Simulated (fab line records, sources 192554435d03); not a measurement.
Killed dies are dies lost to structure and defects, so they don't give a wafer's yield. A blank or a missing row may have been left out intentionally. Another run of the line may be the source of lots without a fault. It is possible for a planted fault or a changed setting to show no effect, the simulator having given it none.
Comparing a struck lot with a sound one | flow n5 finfet | 39 steps out of a route of 1938
Sound: the wafers L828.3, L828.4, L828.6. The struck wafers were L839.4, L839.6. The cause comes at the end.
Order at every step that has rows: each side's tool, ch and its chambers, its first start. Under that, the readings that differ: sound wafers | struck wafers | difference of the means | sigmas: that difference in standard deviations of wafers without a fault.
alike: same words and numbers on both sides, and readings whose means sit less than 2 such deviations apart. not compared: any withheld reading, any reading some wafer has no value for, any bound like >300 that may hide the same value, and any number with overlapping values for which the record gives no deviation.
The two part at a step that has a row with sigmas, a row that says differs or no value, or rows on one side only. Numbers that have no deviation but don't overlap get no sigmas and don't part them. Lack of a reading on every wafer of one side parts them only where that side has two or more wafers.

first, 9 steps without rows for these wafers: N5_MOL_CONTACT_COAG_EXPOSE_05 (exposes mask CA, defocus 0 nm); N5_MOL_CONTACT_COAG_PEB_06 (peb time 60 s); N5_MOL_CONTACT_COAG_DEVELOP_07 (develop time 30 s); N5_MOL_CONTACT_COAG_DESCUM_13 (chemistry O2, time 7 s); N5_MOL_CONTACT_COAG_ETCH_59 (etches underlayer in N2/H2, target depth 13 nm, time 10.4 s); N5_MOL_CONTACT_COAG_ETCH_105 (etches SiARC in CF4, target depth 15.6 nm, time 26 s); N5_MOL_CONTACT_COAG_ETCH_106 (etches SOC in N2/H2, target depth 80 nm, overetch 16 nm, time 120 s); N5_MOL_CONTACT_COAG_STRIP_107 (strips in N2/H2); N5_MOL_CONTACT_COAG_STRIP_108 (strips in N2/H2).
N5_MOL_CONTACT_COAG_CONTACT_ETCH_14: etches SiO2 in C4F6/O2, target depth 27.5 nm, overetch 8.5 nm, time 20 s.
  sound on rie diel-04 ch 0,2, day 5 23:25; struck on rie diel-04 ch 2,3, day 8 10:07
  alike: chamber pressure mTorr, drypump motor current A, oes product au, rf vpp V, showerhead plenum p Torr, throttle valve pct
  not compared: rf hours counter h, model.SOC_of_MOL_CONTACT_COAG_COAT_103.thk nm
then, 1 step without rows for these wafers: N5_MOL_CONTACT_COAG_STRIP_109 (strips in C4F6/O2).
N5_MOL_CONTACT_COAG_ETCH_15: etches SiNx in CH3F/O2, stops on Si:P, target depth 7 nm.
  sound on rie diel-04 ch 0,2, day 5 23:26; struck on rie diel-04 ch 2,3, day 8 10:10
  reading               | sound          | struck    | difference | sigmas
  oes product au (a.u.) | 0.54 0.66 0.53 | 0.32 0.28 | -0.28      | -6
  alike: chamber pressure mTorr, drypump motor current A, rf vpp V, showerhead plenum p Torr, throttle valve pct
  not compared: rf hours counter h
N5_MOL_CONTACT_COAG_ETCH_110: etches Si in CF4/O2, target depth 2.5 nm, time 8 s.
  sound on rie diel-04 ch 0,2, day 5 23:30; struck on rie diel-04 ch 2,3, day 8 10:13
  alike: chamber pressure mTorr, drypump motor current A, oes product au, rf vpp V, showerhead plenum p Torr, throttle valve pct
  not compared: rf hours counter h, model.SOC_of_MOL_CONTACT_COAG_COAT_103.thk nm
then, 1 step without rows for these wafers: N5_MOL_CONTACT_COAG_STRIP_98 (strips in N2/H2).
N5_MOL_CONTACT_COAG_CD_MEAS_99 targets a cd of 17.2 nm.
  sound on cd sem-03 at day 5 23:37; struck on cd sem-02 at day 8 10:20
  reading    | sound          | struck | difference                    | sigmas
  cd nm (nm) | 17.8 17.2 18.2 | - -    | no value on the struck wafers |
then, 21 steps without rows for these wafers: N5_MOL_CONTACT_COAG_IMPLANT_129; N5_MOL_CONTACT_COAG_PRECLEAN_111 (cleans in NF3:NH3, afs cycles 1, time 20 s, sublimation time 60 s); N5_MOL_CONTACT_COAG_TI_SIL_19 (material Ti, target thk 4.2 nm, time 15 s); N5_MOL_CONTACT_COAG_ALD_20 (deposits TiN, target thk 1.5 nm, pulse time 1 s, purge time 3 s); N5_MOL_CONTACT_COAG_SIL_ANNEAL_21 (time 60 s); N5_MOL_CONTACT_COAG_PRE_CLEAN_141 (time 60 s); N5_MOL_CONTACT_COAG_SPUTTER_143 (material Co, target thk 2.5 nm); N5_MOL_CONTACT_COAG_CO_FILL_22 (material Co, precursor CCTBA/H2, target thk 20 nm); N5_MOL_CONTACT_COAG_ANNEAL_113 (time 300 s); N5_MOL_CONTACT_COAG_PRE_CLEAN_142 (time 60 s); N5_MOL_CONTACT_COAG_SPUTTER_130 (material Co, target thk 47.5 nm); N5_MOL_CONTACT_COAG_PRECLEAN_125 (cleans in DIW, time 57.5 s); N5_MOL_CONTACT_COAG_SRD_126 (dry time 32 s); N5_MOL_CONTACT_COAG_CMP_23 (polishes, stops on SiO2, t overpolish 1.5 s, target thk 0 nm); N5_MOL_CONTACT_COAG_WET_ETCH_26 (target Co, target depth 13 nm); N5_MOL_CONTACT_COAG_WET_ETCH_116 (etches the open film in SC1-inhibited, target depth 4.6 nm, rinse time 30 s); N5_MOL_CONTACT_COAG_ALD_27 (deposits SiOC, target thk 17 nm, pulse time 1.5 s, time 2720 s); N5_MOL_CONTACT_COAG_CMP_28 (polishes, stops on SiNx, t overpolish 0.85 s, target thk 14.522 nm); N5_MOL_CONTACT_COAG_ALD_123 (deposits SiNx, target thk 5 nm, pulse time 1 s, purge time 2 s); N5_MOL_CONTACT_COAG_PECVD_31 (deposits SiO2 from TEOS/O2, target thk 46 nm, time 8.9 s); N5_MOL_CONTACT_COAG_COAT_75 (time 60 s, resist thk 60 nm).
N5_MOL_CONTACT_COAG_CD_MEAS_40 targets a cd of 25.1 nm.
  sound on cd sem-01 ch 0, day 6 13:53; struck on cd sem-01 ch 0, day 8 20:39
  reading    | sound             | struck | difference                    | sigmas
  cd nm (nm) | 25.01 25.53 25.39 | - -    | no value on the struck wafers |
N5_BEOL_M4_RC_MEAS_101:
  the record has rows for the sound wafers here (prober-02 ch 0, day 9 22:16) and none for the struck ones
-- record jumps: 7 days separate the struck wafers' starts on either side; left off in module BEOL_M4, taken up again in module PASSIVATION, whose first shown step is the route's number 1936 --
N5_PASSIVATION_PROBE_49:
  sound on prober-01 at day 14 07:54; struck on prober-02 at day 16 07:16
  reading                  | sound          | struck    | difference | sigmas
  defect limited yield (%) | 92.4 93.1 92.8 | 0 0       | -93        | -66
  killed_at_M4_up          | 12 10 4        | 22 21     | +13        | +2
  killed at contacts       | 13 10 14       | 1077 1088 | +1070      | +99 or more
  killed dies              | 90 81 85       | 1180 1180 | +1095      | +64
  killed on rim            | 18 16 10       | 152 152   | +137       | +38
  sort_bin_5_function (%)  | 4.8 4.1 4.6    | 96.1 96.0 | +91.5      | +99 or more
  sort n pass              | 1090 1099 1095 | 0 0       | -1095      | -64
  sort yield pct (%)       | 92.4 93.1 92.8 | 0 0       | -93        | -66
  alike: killed_at_M0_to_M3, killed at front end, killed at other, killed open, killed short, sort_bin_6_memory

WHERE THEY PART
First at N5_MOL_CONTACT_COAG_ETCH_15; last, within this record, at N5_PASSIVATION_PROBE_49.

WHY: what the simulator had put in
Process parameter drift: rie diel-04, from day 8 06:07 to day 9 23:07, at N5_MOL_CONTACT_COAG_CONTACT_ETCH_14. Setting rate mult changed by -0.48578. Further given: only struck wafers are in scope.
